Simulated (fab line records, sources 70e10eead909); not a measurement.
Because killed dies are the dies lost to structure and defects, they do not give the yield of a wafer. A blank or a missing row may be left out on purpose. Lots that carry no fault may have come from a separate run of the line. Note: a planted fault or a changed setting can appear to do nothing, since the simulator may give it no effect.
Which of the tools did it? -- flow nandHarc -- 15 lots with 45 wafers sampled at 3 steps, on a route of 1159 steps

== WHAT EACH GAUGE READ, for each wafer ==
NHARC_THIN_TSV_THK_MEAS_02: measures by ir.
lot,measured,on,thkNm (nm)
L959,day 21 13:11,filmMetro-02,2535 2626 2536
L960,day 21 15:37,filmMetro-01,2894 2914 3300
L961,day 21 16:46,filmMetro-01,2807 2535 3091
L963,day 21 18:02,filmMetro-01,2654 2777 3086
L962,day 21 19:10,filmMetro-01,2677 2708 2644
L964,day 21 21:33,filmMetro-02,2791 2700 2584
L973,day 22 17:16,filmMetro-02,3108 3060 3191
L974,day 22 23:47,filmMetro-01,2860 2873 2765
L975,day 23 05:08,filmMetro-01,2687 2922 3073
L976,day 23 06:21,filmMetro-02,2886 3053 3275
L978,day 23 07:34,filmMetro-02,2826 2789 2879
L977,day 23 12:19,filmMetro-01,2738 2616 2831
L980,day 23 21:11,filmMetro-01,2934 3065 2976
L979,day 24 05:47,filmMetro-01,2984 2642 3008
L981,day 24 13:08,filmMetro-02,3183 2823 3015

== WHAT TOOL EACH LOT RAN ON (gives the tool, then ch and the chambers of the sampled wafers, and finally the start) ==
lot,NHARC_A_M1_CMP_23,NHARC_A_M1_PRE_CLEAN_32
L959,"cmp-03 ch 0,2, day 18 02:08","pecvd-01 ch 0,1,2, day 18 02:40"
L960,"cmp-03 ch 0,3, day 18 02:54","pecvd-01 ch 0,1,2, day 18 03:26"
L961,"cmp-01 ch 0,2,3, day 18 03:19","pecvd-04 ch 0,2, day 18 03:50"
L963,"cmp-02 ch 1,2,3, day 18 12:09","pecvd-04 ch 0,2, day 18 12:43"
L962,"cmp-01 ch 1,2,3, day 18 12:49","pecvd-04 ch 0,2, day 18 13:20"
L964,"cmp-03 ch 0,2, day 19 16:29","pecvd-02 ch 1,2, day 19 17:00"
L973,"cmp-02 ch 1,2, day 21 22:46","pecvd-02 ch 0,1,2, day 21 23:19"
L974,"cmp-02 ch 0,1,2, day 22 06:51","pecvd-01 ch 0,1, day 22 07:22"
L975,"cmp-03 ch 0,1,3, day 22 11:24","pecvd-01 ch 0,1, day 22 11:57"
L976,"cmp-03 ch 1,2,3, day 22 11:52","pecvd-04 ch 0,1,2, day 22 12:19"
L978,"cmp-02 ch 0,1,3, day 22 12:01","pecvd-01 ch 0,2, day 22 12:35"
L977,"cmp-03 ch 0,1,3, day 22 16:37","pecvd-04 ch 0,1,2, day 22 17:47"
L980,"cmp-02 ch 0,3, day 23 03:33","pecvd-01 ch 1,2, day 23 04:07"
L979,"cmp-03 ch 0,2,3, day 23 09:35","pecvd-04 ch 1,2, day 23 10:04"
L981,"cmp-02 ch 0,2, day 23 20:17","pecvd-04 ch 0,1,2, day 23 20:49"
- NHARC_A_M1_CMP_23: polishes, t overpolish 20 s, target thk 154.34 nm.
- NHARC_A_M1_PRE_CLEAN_32: time 12 s.

== AS READ BY THE TOOLS THEMSELVES (means over the sampled wafers that have a number; for cases with no such wafer, the mark the record gives instead) ==
NHARC_A_M1_CMP_23.
lot,tool,motorCurrentA (A),retainingRingPressureFrac,timeToEndpointS (s)
L959,cmp-03,14.0,0.998,25.9
L960,cmp-03,12.8,1.001,29.0
L961,cmp-01,11.5,1.003,28.5
L963,cmp-02,12.0,1.006,26.3
L962,cmp-01,12.3,1.003,29.1
L964,cmp-03,13.2,0.993,30.2
L973,cmp-02,12.8,1.003,30.9
L974,cmp-02,13.1,1.000,30.6
L975,cmp-03,13.0,1.003,28.7
L976,cmp-03,13.1,0.998,29.8
L978,cmp-02,11.9,1.003,29.8
L977,cmp-03,12.9,0.997,29.0
L980,cmp-02,11.7,1.002,28.5
L979,cmp-03,13.4,1.000,28.1
L981,cmp-02,13.1,1.002,27.7

NHARC_A_M1_PRE_CLEAN_32.
lot,tool,heaterPowerW (W)
L959,pecvd-01,619
L960,pecvd-01,631
L961,pecvd-04,490
L963,pecvd-04,487
L962,pecvd-04,539
L964,pecvd-02,624
L973,pecvd-02,605
L974,pecvd-01,554
L975,pecvd-01,648
L976,pecvd-04,604
L978,pecvd-01,689
L977,pecvd-04,626
L980,pecvd-01,580
L979,pecvd-04,610
L981,pecvd-04,603

== THE ANSWER, worked out from the rows above alone ==
Rule: what is usual is taken from the lots themselves. The widest of any qualifying gaps counts: lots, ordered by their means at a reading, are off when they make up no more than a third of the lots, leave a main group of 4 or more, and stand apart from it by 3 or more times the standard deviation of that group's means. A main group whose means are all the same, to the digits that the tables above print for the reading, isn't used. Also off: a lot with no number at a reading for which 4 or more lots have one. All remaining lots with rows at the step are treated as sound. Order of review: gauges by route order, followed by the tools' own readings, for which a lot's mean as printed above is used. The first step at which some lot is off is used, and at that step the reading that is off furthest; a lot without a number counts as furthest.
No lot is off on any of the readings shown, so nothing can be concluded from this.

== WHAT WAS PUT IN BY THE SIMULATOR ==
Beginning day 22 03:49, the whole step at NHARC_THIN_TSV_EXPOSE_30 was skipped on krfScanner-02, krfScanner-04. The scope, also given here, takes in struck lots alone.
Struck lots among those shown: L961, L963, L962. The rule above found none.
